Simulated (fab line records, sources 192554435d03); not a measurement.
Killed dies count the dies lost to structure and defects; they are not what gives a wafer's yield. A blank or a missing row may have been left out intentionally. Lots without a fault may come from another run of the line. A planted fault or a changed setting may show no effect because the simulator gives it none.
What tool caused it?	flow n5-finfet	11 lots with 31 wafers sampled at 5 steps, on a route of 1938 steps

## WHAT EACH GAUGE READ, for each wafer
Not one reading of a measure or inspect step in the record can be checked against a usual standard deviation.

## WHICH TOOL RAN EACH LOT (tool, then ch and the chambers of the sampled wafers, then the start)
lot	N5_BEOL_M5_STRIP_91	N5_MIM_TOP_ALD_01	N5_MIM_TOP_ETCH_ETCH_00	N5_PASSIVATION_AL_ETCH_33	N5_PASSIVATION_PROBE_49
L571	rie-diel-05 ch 0,1,2, day 8 21:47	ald-hk-01 ch 2,3, day 12 23:07 or earlier	rie-metal-03 ch 0,1, day 12 23:07	rie-metal-02 ch 0,1, day 13 03:31	-
L572	rie-diel-03 ch 0,1, day 9 09:22	ald-hk-03 ch 1,2,3, day 12 22:04 or earlier	rie-metal-01 ch 0,1, day 12 22:04	rie-metal-03 ch 0,1, day 13 02:41	-
L573	rie-diel-06 ch 0,3, day 9 09:22	ald-hk-01 ch 0,2,3, day 13 02:52 or earlier	rie-metal-01 ch 0,1, day 13 02:52	rie-metal-02 ch 0,1, day 13 07:27	-
L576	rie-diel-05 ch 0,3, day 10 01:14	ald-hk-03 ch 0, day 13 19:49 or earlier	rie-metal-01 ch 0,1, day 13 19:49	rie-metal-01 ch 0,1, day 14 00:32	-
L575	rie-diel-05 ch 2, day 10 04:00	ald-hk-03 ch 3, day 14 03:14 or earlier	rie-metal-02 ch 0,1, day 14 03:14	rie-metal-03 ch 0, day 14 08:26	-
L579	rie-diel-05 ch 0,2,3, day 10 17:23	ald-hk-03 ch 0,2,3, day 14 19:07 or earlier	rie-metal-01 ch 0,1, day 14 19:07	rie-metal-03 ch 0,1, day 15 03:32	-
L578	rie-diel-05 ch 0,2, day 10 19:52	ald-hk-01 ch 1,3, day 14 20:20 or earlier	rie-metal-02 ch 0,1, day 14 20:20	rie-metal-02 ch 0,1, day 15 03:12	-
L580	rie-diel-03 ch 0,2,3, day 11 10:26	ald-hk-03 ch 0,1, day 15 02:40 or earlier	rie-metal-01 ch 0,1, day 15 02:40	rie-metal-03 ch 0,1, day 15 12:31	-
L589	rie-diel-05 ch 0,1, day 13 09:41	ald-hk-02 ch 2,3, day 17 15:25 or earlier	rie-metal-03 ch 0,1, day 17 15:25	rie-metal-02 ch 0,1, day 17 23:46	prober-02, day 18 04:47
L590	rie-diel-05 ch 0,2,3, day 14 03:24	ald-hk-01 ch 0,2,3, day 18 11:32 or earlier	rie-metal-01 ch 0,1, day 18 11:32	rie-metal-02 ch 0,1, day 18 15:46	prober-02, day 18 21:38
L592	rie-diel-03 ch 1,2, day 14 11:46	ald-hk-01 ch 0,1, day 19 01:11 or earlier	rie-metal-01 ch 0,1, day 19 01:11	rie-metal-02 ch 0,1, day 19 06:01	-
- N5_BEOL_M5_STRIP_91: strips in N2/H2, time 10 s.
- N5_MIM_TOP_ALD_01: deposits HfO2, target thk 5.6 nm, pulse time 1 s, purge time 3 s.
- N5_MIM_TOP_ETCH_ETCH_00: etches TiN in Cl2/BCl3, target depth 38.5 nm.
- N5_PASSIVATION_AL_ETCH_33: etches Al in Cl2/BCl3, stops on TaN, target depth 2800 nm, time 466.7 s.
- N5_PASSIVATION_PROBE_49

## WHAT THE TOOLS THEMSELVES READ (means of the sampled wafers that have a number; where no wafer has one, the mark that the record gives instead)
N5_BEOL_M5_STRIP_91.
lot	tool	drypump-motor-current-A (A)	n2-flow-sccm (sccm)	oes-product-au (a.u.)	rf-vpp-V (V)	showerhead-plenum-p-Torr (Torr)	throttle-valve-pct (%)
L571	rie-diel-05	5.54	199.5	0.81	58.9	2.58	23.59
L572	rie-diel-03	6.10	199.0	0.81	59.0	2.52	23.62
L573	rie-diel-06	5.69	200.4	0.83	59.1	2.45	23.63
L576	rie-diel-05	5.75	200.6	0.86	59.4	2.60	24.07
L575	rie-diel-05	5.33	199.0	0.72	59.4	2.48	23.23
L579	rie-diel-05	5.62	199.9	0.82	58.5	2.56	23.78
L578	rie-diel-05	5.38	200.6	0.79	59.6	2.52	23.50
L580	rie-diel-03	6.06	200.1	0.76	58.7	2.44	23.62
L589	rie-diel-05	5.70	200.0	0.77	59.1	2.62	23.73
L590	rie-diel-05	5.61	200.5	0.79	59.1	2.55	23.82
L592	rie-diel-03	6.03	201.2	0.68	59.5	2.45	23.64

N5_MIM_TOP_ALD_01.
lot	tool	precursor-pulse-height-rel
L571	ald-hk-01	1.002
L572	ald-hk-03	0.987
L573	ald-hk-01	0.986
L576	ald-hk-03	0.994
L575	ald-hk-03	0.994
L579	ald-hk-03	1.012
L578	ald-hk-01	0.996
L580	ald-hk-03	1.004
L589	ald-hk-02	1.003
L590	ald-hk-01	1.015
L592	ald-hk-01	0.996

N5_MIM_TOP_ETCH_ETCH_00.
lot	tool	drypump-motor-current-A (A)	oes-product-au (a.u.)	throttle-valve-pct (%)
L571	rie-metal-03	5.3	0.76	22.75
L572	rie-metal-01	5.3	0.77	22.82
L573	rie-metal-01	5.3	0.77	22.82
L576	rie-metal-01	5.6	0.76	22.87
L575	rie-metal-02	5.2	0.79	22.68
L579	rie-metal-01	5.8	0.73	22.88
L578	rie-metal-02	5.5	0.83	22.65
L580	rie-metal-01	5.8	0.72	22.89
L589	rie-metal-03	5.3	0.74	22.77
L590	rie-metal-01	5.3	0.74	22.85
L592	rie-metal-01	5.3	0.74	22.85

N5_PASSIVATION_AL_ETCH_33.
lot	tool	drypump-motor-current-A (A)	oes-product-au (a.u.)	throttle-valve-pct (%)
L571	rie-metal-02	5.4	0.77	34.38
L572	rie-metal-03	5.1	0.69	34.43
L573	rie-metal-02	5.4	0.77	34.37
L576	rie-metal-01	5.5	0.66	34.51
L575	rie-metal-03	5.5	0.70	34.28
L579	rie-metal-03	5.1	0.67	34.49
L578	rie-metal-02	5.4	0.74	34.40
L580	rie-metal-03	5.3	0.68	34.39
L589	rie-metal-02	5.5	0.73	34.38
L590	rie-metal-02	5.1	0.69	34.43
L592	rie-metal-02	5.1	0.68	34.45

N5_PASSIVATION_PROBE_49.
lot	tool	defect-limited-yield (%)	killed_at_M0_to_M3	killed_at_M4_up	killed-at-contacts	killed-at-front-end	killed-at-other	killed-dies	killed-open	killed-short	sort_bin_5_function (%)	sort_bin_6_memory (%)	sort_bin_8_speed (%)	sort-n-pass	sort-yield-pct (%)
L589	prober-02	81.7	37	134	13	31	0	216	64	30	11.0	4.7	0.0	964	81.7
L590	prober-02	82.0	25	135	9	41	3	213	56	34	11.0	3.7	0.0	967	82.0

## THE ANSWER, worked out from the rows above alone
Rule: usual is defined by the lots themselves. The widest of any qualifying gaps counts: lots, ordered by their means at a reading, are off when they make up no more than a third of the lots, leave a main group of 4 or more, and stand apart from it by 3 or more times the standard deviation of that group's means. Not used: any main group whose means are identical at the precision the tables above print for the reading. A lot without any number at a reading at which 4 lots or more have one is off too. Where the step has rows for the other lots, those lots are counted as sound. After the gauges, taken in route order, come the tools' own readings; for these a lot's mean is taken, as printed above. The first step at which some lot is off is used, and at that step the reading that is off furthest; a lot without a number counts as furthest.
No lot is off at any reading shown: from this, nothing can be told.

## WHAT THE SIMULATOR HAD PUT IN
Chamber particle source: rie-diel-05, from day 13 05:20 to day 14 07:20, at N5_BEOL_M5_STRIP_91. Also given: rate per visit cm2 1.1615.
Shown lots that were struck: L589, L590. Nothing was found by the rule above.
